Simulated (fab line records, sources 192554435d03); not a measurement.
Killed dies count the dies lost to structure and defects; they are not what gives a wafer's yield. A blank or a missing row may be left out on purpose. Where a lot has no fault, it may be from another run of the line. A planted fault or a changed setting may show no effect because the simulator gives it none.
Chamber matching || flow n5Finfet || N5_BEOL_M3_PRE_CLEAN_60 on cvdCo-01: 3 sister chambers
The step time 15 s. 16 wafers are shown with their chamber, then 8 later ones without.

== WAFERS PAIRED WITH THEIR CHAMBERS ==
{"wafer": "L783.3", "chamber": 2, "heaterPowerW (W)": 89}
{"wafer": "L783.4", "chamber": 2, "heaterPowerW (W)": 89}
{"wafer": "L783.5", "chamber": 1, "heaterPowerW (W)": 86}
{"wafer": "L785.1", "chamber": 0, "heaterPowerW (W)": 94}
{"wafer": "L785.4", "chamber": 1, "heaterPowerW (W)": 88}
{"wafer": "L785.6", "chamber": 2, "heaterPowerW (W)": 92}
{"wafer": "L786.1", "chamber": 0, "heaterPowerW (W)": 94}
{"wafer": "L786.2", "chamber": 2, "heaterPowerW (W)": 86}
{"wafer": "L786.5", "chamber": 1, "heaterPowerW (W)": 91}
{"wafer": "L790.1", "chamber": 2, "heaterPowerW (W)": 89}
{"wafer": "L790.3", "chamber": 0, "heaterPowerW (W)": 97}
{"wafer": "L790.4", "chamber": 1, "heaterPowerW (W)": 90}
{"wafer": "L791.3", "chamber": 0, "heaterPowerW (W)": 95}
{"wafer": "L791.5", "chamber": 1, "heaterPowerW (W)": 88}
{"wafer": "L791.6", "chamber": 0, "heaterPowerW (W)": 95}
{"wafer": "L792.1", "chamber": 0, "heaterPowerW (W)": 95}

SIGNATURES (means of the wafers above)
{"reading": "heaterPowerW", "chamber 0": 95.00, "chamber 1": 88.60, "chamber 2": 89.00, "scatter within a chamber": 1.74}
Rule: a wafer's distance from a chamber is the root of the sum, over the readings, of the square of ((its reading less the chamber's mean) divided by the reading's scatter). The wafer belongs to the nearest chamber; if the next one is less than 2 further off, it can't be placed. The scatter: the root of (the sum of the squares of (reading less its chamber's mean) over the shown wafers, divided by (wafers less chambers)).

== WAFERS WITH NO CHAMBER GIVEN ==
{"wafer": "L792.5", "heaterPowerW (W)": 90}
{"wafer": "L792.6", "heaterPowerW (W)": 90}
{"wafer": "L802.3", "heaterPowerW (W)": 96}
{"wafer": "L802.5", "heaterPowerW (W)": 91}
{"wafer": "L802.6", "heaterPowerW (W)": 91}
{"wafer": "L806.1", "heaterPowerW (W)": 96}
{"wafer": "L806.2", "heaterPowerW (W)": 91}
{"wafer": "L806.6", "heaterPowerW (W)": 89}

== WHICH CHAMBER EACH ONE RAN IN ==
{"wafer": "L792.5", "from the rows above": "can't be placed: 2 or 1", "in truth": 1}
{"wafer": "L792.6", "from the rows above": "can't be placed: 2 or 1", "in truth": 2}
{"wafer": "L802.3", "from the rows above": 0, "in truth": 0}
{"wafer": "L802.5", "from the rows above": "can't be placed: 2 or 1 or 0", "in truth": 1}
{"wafer": "L802.6", "from the rows above": "can't be placed: 2 or 1 or 0", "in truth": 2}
{"wafer": "L806.1", "from the rows above": 0, "in truth": 0}
{"wafer": "L806.2", "from the rows above": "can't be placed: 2 or 1 or 0", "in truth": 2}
{"wafer": "L806.6", "from the rows above": "can't be placed: 2 or 1", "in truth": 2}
Placed correctly: 2 of 8. Cannot be placed on the basis of these rows: 6; the candidates contain the true chamber in 6. Number placed wrongly: 0.
